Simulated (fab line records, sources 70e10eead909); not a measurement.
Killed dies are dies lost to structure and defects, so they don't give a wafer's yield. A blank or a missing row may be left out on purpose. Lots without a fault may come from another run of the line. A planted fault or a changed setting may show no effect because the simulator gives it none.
Chamber matching | flow nand_harc | NHARC_P_M0_DEP_32 on pecvd-01: 3 sister chambers
The step deposits SiCN, target thk 30 nm. 16 wafers are shown with their chamber, then 8 later ones without.

WAFERS WITH THEIR CHAMBER
wafer  | chamber | heater_power_outer_w (W) | heater_power_w (W)
L074.3 | 0       | 370                      | 605
L074.4 | 1       | 361                      | 618
L074.5 | 2       | 276                      | 496
L077.1 | 2       | 238                      | 424
L077.2 | 1       | 320                      | 573
L077.6 | 1       | 319                      | 577
L081.4 | 1       | 358                      | 624
L081.5 | 0       | 355                      | 572
L081.6 | 2       | 308                      | 547
L082.1 | 2       | 250                      | 461
L082.2 | 1       | 322                      | 574
L082.4 | 2       | 253                      | 474
L088.2 | 2       | 261                      | 461
L088.4 | 1       | 337                      | 620
L088.5 | 2       | 259                      | 468
L090.1 | 2       | 275                      | 490

SIGNATURES (means of the wafers above)
reading              | chamber 0 | chamber 1 | chamber 2 | scatter within a chamber
heater_power_outer_w | 362.50    | 336.17    | 265.00    | 20
heater_power_w       | 588.50    | 597.67    | 477.62    | 31.1
Rule: a wafer's distance from a chamber is the root of the sum, over the readings, of the square of ((its reading less the chamber's mean) divided by the reading's scatter). The wafer belongs to the nearest chamber; if the next one is less than 2 further off, it can't be placed. The scatter: the root of (the sum of the squares of (reading less its chamber's mean) over the shown wafers, divided by (wafers less chambers)).

WAFERS WITHOUT THEIR CHAMBER
wafer  | heater_power_outer_w (W) | heater_power_w (W)
L090.3 | 348                      | 562
L090.6 | 282                      | 503
L093.1 | 244                      | 466
L093.3 | 347                      | 573
L093.6 | 313                      | 563
L096.1 | 350                      | 623
L096.3 | 367                      | 614
L096.5 | 313                      | 555

WHICH CHAMBER EACH WENT THROUGH
wafer  | from the rows above          | in truth
L090.3 | can't be placed: 0 or 1      | 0
L090.6 | 2                            | 2
L093.1 | 2                            | 2
L093.3 | can't be placed: 0 or 1      | 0
L093.6 | can't be placed: 1 or 0      | 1
L096.1 | can't be placed: 1 or 0      | 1
L096.3 | can't be placed: 0 or 1      | 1
L096.5 | can't be placed: 1 or 0 or 2 | 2
Placed correctly: 2 of 8. Can't be placed from these rows: 6 (the true chamber is among the candidates in 6). Placed wrongly: 0.
